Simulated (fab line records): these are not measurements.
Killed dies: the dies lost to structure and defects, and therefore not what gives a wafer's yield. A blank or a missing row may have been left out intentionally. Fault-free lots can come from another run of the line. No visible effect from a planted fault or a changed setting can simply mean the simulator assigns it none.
Chamber matching :: flow n5 finfet :: N5_BEOL_M4_ETCHBACK_99 on rie diel-01 has 4 sister chambers
The step etches SiO2 in CHF3, target depth 5 nm, time 10.4 s. 4 wafers are shown with their chamber, then 11 later ones without.

== WAFERS PAIRED WITH THEIR CHAMBERS ==
wafer: L087.6
chamber: 1
showerhead plenum p Torr (Torr): 2.25

wafer: L088.2
chamber: 2
showerhead plenum p Torr (Torr): 2.22

wafer: L088.5
chamber: 3
showerhead plenum p Torr (Torr): 2.28

wafer: L091.2
chamber: 0
showerhead plenum p Torr (Torr): 2.17

== WAFERS WITH NO CHAMBER GIVEN ==
wafer: L091.4
showerhead plenum p Torr (Torr): 2.22

wafer: L091.6
showerhead plenum p Torr (Torr): 2.22

wafer: L090.1
showerhead plenum p Torr (Torr): 2.27

wafer: L090.5
showerhead plenum p Torr (Torr): 2.27

wafer: L090.6
showerhead plenum p Torr (Torr): 2.22

wafer: L092.2
showerhead plenum p Torr (Torr): 2.27

wafer: L092.5
showerhead plenum p Torr (Torr): 2.22

wafer: L092.6
showerhead plenum p Torr (Torr): 2.24

wafer: L097.1
showerhead plenum p Torr (Torr): 2.21

wafer: L097.4
showerhead plenum p Torr (Torr): 2.24

wafer: L097.5
showerhead plenum p Torr (Torr): 2.21

== EACH ONE'S CHAMBER ==
wafer: L091.4
from the rows above: 2
in truth: 2

wafer: L091.6
from the rows above: 2
in truth: 2

wafer: L090.1
from the rows above: can't be placed: 3 or 1
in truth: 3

wafer: L090.5
from the rows above: can't be placed: 3 or 1
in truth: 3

wafer: L090.6
from the rows above: 2
in truth: 2

wafer: L092.2
from the rows above: can't be placed: 3 or 1
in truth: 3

wafer: L092.5
from the rows above: 2
in truth: 2

wafer: L092.6
from the rows above: can't be placed: 1 or 2
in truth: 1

wafer: L097.1
from the rows above: 2
in truth: 2

wafer: L097.4
from the rows above: can't be placed: 1 or 2
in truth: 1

wafer: L097.5
from the rows above: 2
in truth: 2
Placed correctly: 6 of 11. Can't be placed from these rows: 5 (the true chamber is among the candidates in 5). Number placed wrongly: 0.
How it was worked out, from the rows above alone: a wafer's distance from a chamber is the root of the sum, over the readings, of the square of ((its reading less the chamber's mean) divided by the reading's scatter). The wafer belongs to the nearest chamber; if the next one is less than 2 further off, it can't be placed. A chamber's mean is the mean of its shown wafers. The scatter (one wafer shown for each chamber): square how far every hidden wafer sits from the nearest shown wafer, average those squares and take the square root.
